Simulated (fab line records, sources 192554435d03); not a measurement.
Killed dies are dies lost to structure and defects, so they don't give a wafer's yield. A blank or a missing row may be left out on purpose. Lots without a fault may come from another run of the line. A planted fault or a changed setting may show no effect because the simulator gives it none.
Split-lot experiment | flow n5_finfet | 7 lots, 39 wafers read, on a route of 1938 steps

THE SPLIT
At N5_MOL_CONTACT_COAG_ETCH_91 (etches SOC in N2/H2, target depth 60 nm, overetch 21 nm, time 101.2 s), the setting target_depth_a was moved away from the recipe's 600 angstrom on 15 of the 39 wafers read, by -19.5% to +59.1%. The other wafers ran this setting at the recipe's value.

The reading is taken at the split's own step.

THE READING
SiARC_of_MOL_CONTACT_COAG_COAT_76.thk_nm (the simulator's own value, which no gauge read), in nm, at N5_MOL_CONTACT_COAG_ETCH_91 (etches SOC in N2/H2, target depth 60 nm, overetch 21 nm, time 101.2 s). The file gives no usual value for it. The 24 wafers here that ran the recipe average 5.8 nm, standard deviation 0.23 nm.

wafer  | tool, chamber at the split | target_depth_a as run, angstrom | against the recipe | SiARC_of_MOL_CONTACT_COAG_COAT_76.thk_nm, nm | against lot-mates on the recipe
L077.1 | rie_diel-05, 3,1,3         | 600                             | recipe             | 5.4                                          | -
L077.3 | rie_diel-05, 3,1,3         | 600                             | recipe             | 5.4                                          | -
L077.6 | rie_diel-05, 3,1,3         | 600                             | recipe             | 5.4                                          | -
L077.2 | rie_diel-05, 2,0,0         | 600                             | recipe             | 5.8                                          | -
L077.4 | rie_diel-05, 2,0,0         | 600                             | recipe             | 5.8                                          | -
L077.5 | rie_diel-05, 2,0,0         | 600                             | recipe             | 5.8                                          | -
L087.1 | rie_diel-06, 3,1           | 600                             | recipe             | 6                                            | -
L087.4 | rie_diel-06, 3,1           | 600                             | recipe             | 6                                            | -
L087.2 | rie_diel-06, 0             | 950.8                           | +58.5%             | 3.6                                          | -2.2
L087.3 | rie_diel-06, 2             | 950.8                           | +58.5%             | 3.4                                          | -2.4
L087.5 | rie_diel-06, 3             | 950.8                           | +58.5%             | 4.4                                          | -1.4
L087.6 | rie_diel-06, 2             | 600                             | recipe             | 5.4                                          | -
L089.1 | rie_diel-01, 2,0           | 600                             | recipe             | 5.8                                          | -
L089.2 | rie_diel-01, 2,0           | 600                             | recipe             | 5.8                                          | -
L089.3 | rie_diel-01, 3,1           | 483.2                           | -19.5%             | 6.6                                          | +0.7
L089.5 | rie_diel-01, 3,1           | 483.2                           | -19.5%             | 6.6                                          | +0.7
L089.4 | rie_diel-01, 1             | 600                             | recipe             | 6                                            | -
L089.6 | rie_diel-01, 0             | 483.2                           | -19.5%             | 6.4                                          | +0.5
L090.3 | rie_diel-01, 0             | 600                             | recipe             | 5.8                                          | -
L090.4 | rie_diel-01, 1,3           | 600                             | recipe             | 6                                            | -
L090.5 | rie_diel-01, 1,3           | 600                             | recipe             | 6                                            | -
L091.1 | rie_diel-06, 2             | 878.5                           | +46.4%             | 3.8                                          | -2.0
L091.2 | rie_diel-06, 3             | 600                             | recipe             | 6                                            | -
L091.6 | rie_diel-06, 3             | 600                             | recipe             | 6                                            | -
L091.3 | rie_diel-06, 1             | 878.5                           | +46.4%             | 4.4                                          | -1.4
L091.4 | rie_diel-06, 0             | 878.5                           | +46.4%             | 4                                            | -1.8
L091.5 | rie_diel-06, 2             | 600                             | recipe             | 5.4                                          | -
L096.1 | rie_diel-01, 1,3           | 484.7                           | -19.2%             | 6.6                                          | +0.6
L096.5 | rie_diel-01, 1,3           | 484.7                           | -19.2%             | 6.6                                          | +0.6
L096.2 | rie_diel-01, 3             | 600                             | recipe             | 6.2                                          | -
L096.3 | rie_diel-01, 0             | 600                             | recipe             | 6                                            | -
L096.4 | rie_diel-01, 2             | 600                             | recipe             | 5.8                                          | -
L096.6 | rie_diel-01, 2             | 484.7                           | -19.2%             | 6.4                                          | +0.4
L097.1 | rie_diel-05, 1,3,3         | 954.4                           | +59.1%             | 3.4                                          | -2.4
L097.2 | rie_diel-05, 1,3,3         | 954.4                           | +59.1%             | 3.4                                          | -2.4
L097.5 | rie_diel-05, 1,3,3         | 954.4                           | +59.1%             | 3.4                                          | -2.4
L097.3 | rie_diel-05, 2,0,0         | 600                             | recipe             | 5.8                                          | -
L097.4 | rie_diel-05, 2,0,0         | 600                             | recipe             | 5.8                                          | -
L097.6 | rie_diel-05, 2,0,0         | 600                             | recipe             | 5.8                                          | -
Where a row lists several chambers, the file gives one row for several wafers and doesn't say which wafer went through which chamber.

THE FIT
A straight line over all 39 wafers: SiARC_of_MOL_CONTACT_COAG_COAT_76.thk_nm changes by -0.0375 nm for each +1% of target_depth_a; r = -0.97; the points scatter about the line by 0.25 nm.
The same after taking each lot's own level away (the mean of its wafers on the recipe; 39 wafers): -0.0366 nm for each +1%; r = -0.97; scatter 0.23 nm.
On that fit, the largest move of target_depth_a shifts the reading by 2.2 nm.
The lots' own levels span 5.60 to 6.00 nm, that is 1.7 times the standard deviation above.
So the lot-to-lot level changes the slope little: the two slopes agree.
Check: with one of the wafers moved furthest among these (+59.1%) left out of the fit, the line predicts -2.16 nm for it against its lot-mates. It came out at -2.4 nm against them.

OTHER SPLITS ON THESE WAFERS
These wafers also went through other splits before the reading. Each is held against what the fit with the lots' levels taken away leaves over:
other split on the same wafers | wafers away from the commonest value | r with SiARC_of_MOL_CONTACT_COAG_COAT_76.thk_nm (lot level and that fit taken away)
N5_FIN_SAQP_ETCH_65 time_s     | 18                                   | +0.33
N5_SD_EPI_N_DESCUM_14 time_s   | 9                                    | +0.15

THE FILE'S OWN FIT
SiARC_of_MOL_CONTACT_COAG_COAT_76.thk_nm changes by -0.0369 nm for each +1% of target_depth_a, r = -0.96.
